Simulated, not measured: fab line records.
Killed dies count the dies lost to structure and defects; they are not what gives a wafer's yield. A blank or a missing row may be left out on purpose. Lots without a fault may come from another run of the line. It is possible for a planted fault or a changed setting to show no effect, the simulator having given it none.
Problem report in the 8D (eight disciplines) form, filled by code -- flow n5-finfet -- the parts of the form that need people (team, actions taken, sign-off) are left out

## 1. THE PROBLEM
Mean of rf-fwd-power-W at N5_FIN_SAQP_ETCH_69: 1354 W across 3 wafers in 3 lots; on wafers with no fault it is 844 W (standard deviation 3.9). So: +99 or more standard deviations from the usual mean.
The step: etches SOC in N2/H2, stops on SiNx, target depth 150 nm.
Seen first at day 3 02:17 on rie-diel-04, wafer L947.1. The record holds 27 wafers of 9 lots with a number at this step. Rule for "out" (also "out of limits"): further than 4 standard deviations from the usual mean. All remaining wafers that have a number are taken as sound.

## 2. WHAT IT IS, WHAT IT ISN'T
question,is,is not
which readings at this step,"rf-fwd-power-W, rf-vpp-V","drypump-motor-current-A, oes-product-au, showerhead-plenum-p-Torr, throttle-valve-pct"
which lots,"L947, L949, L950","L943, L958, L962, L963, L964, L966"
which wafers of those lots,"L947.1, L949.5, L950.3","L947.3, L947.6, L949.1, L949.6, L950.5, L950.6"
read on which tools,rie-diel-04,rie-diel-02
when,from day 3 02:17,"up to then (5 sound wafers); but 19 sound wafers of L949, L950, L958, L962, L963, L964, L966 came after"

## 3. THE SUSPECTS, EACH WITH WHAT RULES IT OUT
Counting: any tool at a process step up to the reading remains a suspect provided it ran every lot that is out. Sound lots after the first of them don't rule it out here, since some wafers of a struck lot are sound.
- rie-diel-04 at N5_FIN_SAQP_ETCH_69 (etches SOC in N2/H2, stops on SiNx, target depth 150 nm): kept. Ran every lot that is out, first one L947 (day 3 02:17); last sound lot up to then L943 (day 2 01:35). On those wafers its own readings are out: rf-fwd-power-W, rf-vpp-V.
- At N5_FIN_SAQP_ETCH_69, inside rie-diel-04: chamber 1 took the wafers that are out, while their sound lot-mates went through chambers 0, 2, 3.
After counting, what remains is rie-diel-04 at N5_FIN_SAQP_ETCH_69.

## 4. THE CAUSE (what the simulator had put in)
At N5_FIN_SAQP_ETCH_69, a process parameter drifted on rie-diel-04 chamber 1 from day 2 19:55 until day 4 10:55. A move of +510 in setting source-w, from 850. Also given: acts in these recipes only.
Counting left only this tool.

## 5. SEQUENCE OF EFFECTS, ordered by route
One row per reading whose mean, taken over the struck wafers that have a number, lies over 3 standard deviations from the usual. Only readings whose record carries a usual standard deviation are examined. hours: median over the lots of the time between each lot's start at the first step of this table that gives one and its start at this step. sigmas: the change, counted in usual standard deviations.
hours,step,reading,usual,on struck wafers,change,sigmas
0,N5_FIN_SAQP_ETCH_69,rf-fwd-power-W,844 W,1354,+510,+99 or more
0,N5_FIN_SAQP_ETCH_69,rf-vpp-V,241.2 V,205.4,-35.8,-28
Process steps it contains:
- N5_FIN_SAQP_ETCH_69: etches SOC in N2/H2, stops on SiNx, target depth 150 nm.
At these later measuring or inspecting steps, every struck wafer for which the step has a row has a number for every such reading, and none has moved that far: N5_FIN_SAQP_CD_MEAS_31, N5_BEOL_M4_RC_MEAS_101.

## 6. WHAT WOULD HAVE CAUGHT IT SOONER
The fault began at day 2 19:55; the first out-of-limits reading in this record came at day 3 02:17, 6 hours later.
